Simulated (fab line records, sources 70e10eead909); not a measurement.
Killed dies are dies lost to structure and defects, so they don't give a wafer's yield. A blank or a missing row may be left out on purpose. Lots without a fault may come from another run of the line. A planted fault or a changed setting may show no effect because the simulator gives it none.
A struck lot beside a sound one | flow nand_harc | 14 steps out of a route of 1159
Sound: wafers L446.1, L446.2, L446.3. Struck: wafers L455.2, L455.3. The cause comes at the end.
At each step with rows: each side's tool, then ch and its chambers, then its first start. Under that, the readings that differ: sound wafers | struck wafers | difference of the means | sigmas: that difference in standard deviations of wafers without a fault.
alike: readings whose means differ by less than 2 such deviations, and words and numbers that are the same on both sides. not compared: withheld readings, readings that some wafer has no value for, bounds like >300 that may hide the same value, and numbers for which the record gives no deviation and whose values overlap.
The two part at a step that has a row with sigmas, a row that says differs or no value, or rows on one side only. Numbers that don't overlap but have no deviation are shown without sigmas and don't part them. A reading that every wafer of one side lacks parts them only if that side has two wafers or more.

first, 2 steps without rows for these wafers: NHARC_A_SOURCE_PLATE_SRD_01; NHARC_A_SOURCE_PLATE_OXIDE_02 (material SiO2, target thk 10 nm, ox time 1362 s).
NHARC_A_SOURCE_PLATE_THK_MEAS_09: measures by ellipsometry.
  sound on film_metro-02, day 9 15:41; struck on film_metro-02, day 11 07:09
  alike: thk_nm
then, 3 steps without rows for these wafers: NHARC_A_SOURCE_PLATE_PVD_04 (deposits WSi2, target thk 50 nm); NHARC_A_SOURCE_PLATE_CVD_03 (deposits poly-Si, target thk 200 nm, time 4000 s); NHARC_A_SOURCE_PLATE_ANNEAL_05 (time 1800 s).
NHARC_A_SOURCE_PLATE_THK_MEAS_06: measures by ellipsometry.
  sound on film_metro-01, day 10 07:16; struck on film_metro-01, day 11 18:25
  alike: thk_nm
NHARC_A_SOURCE_PLATE_INSPECT_08:
  sound on defect_inspect-02, day 10 07:21; struck on defect_inspect-02, day 11 18:28
  alike: raw_defect_count
then, 1 step without rows for these wafers: NHARC_A_ONON_D1_DEP_00 (target thk 1000 nm).
NHARC_A_ONON_D1_THK_MEAS_02: measures by ellipsometry.
  sound on film_metro-02, day 10 07:55; struck on film_metro-02, day 11 19:03
  reading     | sound          | struck  | difference | sigmas
  thk_nm (nm) | 1009 1008 1010 | 983 984 | -26        | -3
NHARC_A_ONON_D1_DEP_03: target thk 1000 nm.
  sound on pecvd_onon-02 ch 0, day 10 07:59; struck on pecvd_onon-03 ch 0, day 11 19:10
NHARC_A_ONON_D1_THK_MEAS_05: measures by ellipsometry.
  sound on film_metro-02, day 10 08:31; struck on film_metro-01, day 11 19:37
  reading     | sound          | struck    | difference | sigmas
  thk_nm (nm) | 1010 1012 1011 | 1408 1406 | +396       | +40
then, 1 step without rows for these wafers: NHARC_A_ONON_D1_DEP_06 (target thk 1000 nm).
-- the record jumps here: 12 days lie between the struck wafers' starts before and after (it left off in module A_ONON_D1 and takes up again in module END, whose first step shown is number 1159 of the route) --
NHARC_END_SORT_01:
  the record has rows for the struck wafers here (prober-02 ch 0, day 23 22:54) and none for the sound ones

WHERE THEY PART
First at NHARC_A_ONON_D1_THK_MEAS_02; last, within this record, at NHARC_END_SORT_01.

WHY: what the simulator had put in
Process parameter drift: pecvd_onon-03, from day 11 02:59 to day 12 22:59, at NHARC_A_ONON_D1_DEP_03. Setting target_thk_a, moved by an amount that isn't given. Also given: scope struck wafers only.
